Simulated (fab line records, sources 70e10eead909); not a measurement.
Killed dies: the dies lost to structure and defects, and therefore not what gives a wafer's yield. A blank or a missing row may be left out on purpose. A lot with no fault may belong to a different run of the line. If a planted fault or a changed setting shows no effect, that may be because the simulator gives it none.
Comparing a struck lot with a sound one :: flow nand harc :: 13 out of 1159 route steps
Sound: the wafers L921.2, L921.5, L921.6. Struck: wafer L929.2; the same lot's L929.3 was not struck, so it is left out; see the end for the cause.
Order at every step that has rows: each side's tool, ch and its chambers, its first start. Under that, the readings that differ: sound wafers :: struck wafers :: difference of the means :: sigmas: that difference in standard deviations of wafers without a fault.
alike: readings whose means differ by less than 2 such deviations, and words and numbers that are the same on both sides. not compared: withheld readings, readings that some wafer has no value for, bounds like >300 that may hide the same value, and numbers for which the record gives no deviation and whose values overlap.
Wherever a step has rows on one side only, a row that says differs or no value, or a row with sigmas, the two part there. Numbers that don't overlap but have no deviation are shown without sigmas and don't part them. A reading missing from all wafers of one side parts the sides only when that side holds two or more wafers.

first, 2 steps without rows for these wafers: NHARC_A_SOURCE_PLATE_SRD_01; NHARC_A_SOURCE_PLATE_OXIDE_02 (material SiO2, target thk 10 nm, ox time 1362 s).
NHARC_A_SOURCE_PLATE_THK_MEAS_09: measures by ellipsometry.
  sound on film metro-02, day 7 17:16; struck on film metro-02, day 10 07:01
  alike: thk nm
then, 3 steps without rows for these wafers: NHARC_A_SOURCE_PLATE_PVD_04 (deposits WSi2, target thk 50 nm); NHARC_A_SOURCE_PLATE_CVD_03 (deposits poly-Si, target thk 200 nm, time 4000 s); NHARC_A_SOURCE_PLATE_ANNEAL_05 (time 1800 s).
NHARC_A_SOURCE_PLATE_THK_MEAS_06: measures by ellipsometry.
  sound on film metro-01, day 8 07:05; struck on film metro-01, day 10 21:31
  alike: thk nm
NHARC_A_SOURCE_PLATE_INSPECT_08:
  sound on defect inspect-02, day 8 07:10; struck on defect inspect-02, day 10 21:35
  alike: raw defect count
then, no rows for these wafers at 1 step: NHARC_A_ONON_D1_DEP_00 (target thk 1000 nm).
NHARC_A_ONON_D1_THK_MEAS_02: measures by ellipsometry.
  sound on film metro-02, day 8 07:44; struck on film metro-01, day 10 22:30
  alike: thk nm
NHARC_A_ONON_D1_DEP_03: target thk 1000 nm.
  sound on pecvd onon-03 ch 0, day 8 07:51; struck on pecvd onon-03 ch 0, day 10 22:37
NHARC_A_ONON_D1_THK_MEAS_05: measures by ellipsometry.
  sound on film metro-01, day 8 08:18; struck on film metro-01, day 10 23:05
reading: thk nm (nm)
sound: 994 993 992
struck: 1514
difference: +521
sigmas: +47
then, no rows for these wafers at 1 step: NHARC_A_ONON_D1_DEP_06 (target thk 1000 nm).

WHERE THEY PART
Within this record, at NHARC_A_ONON_D1_THK_MEAS_05 only.

WHY: whatever the simulator had introduced
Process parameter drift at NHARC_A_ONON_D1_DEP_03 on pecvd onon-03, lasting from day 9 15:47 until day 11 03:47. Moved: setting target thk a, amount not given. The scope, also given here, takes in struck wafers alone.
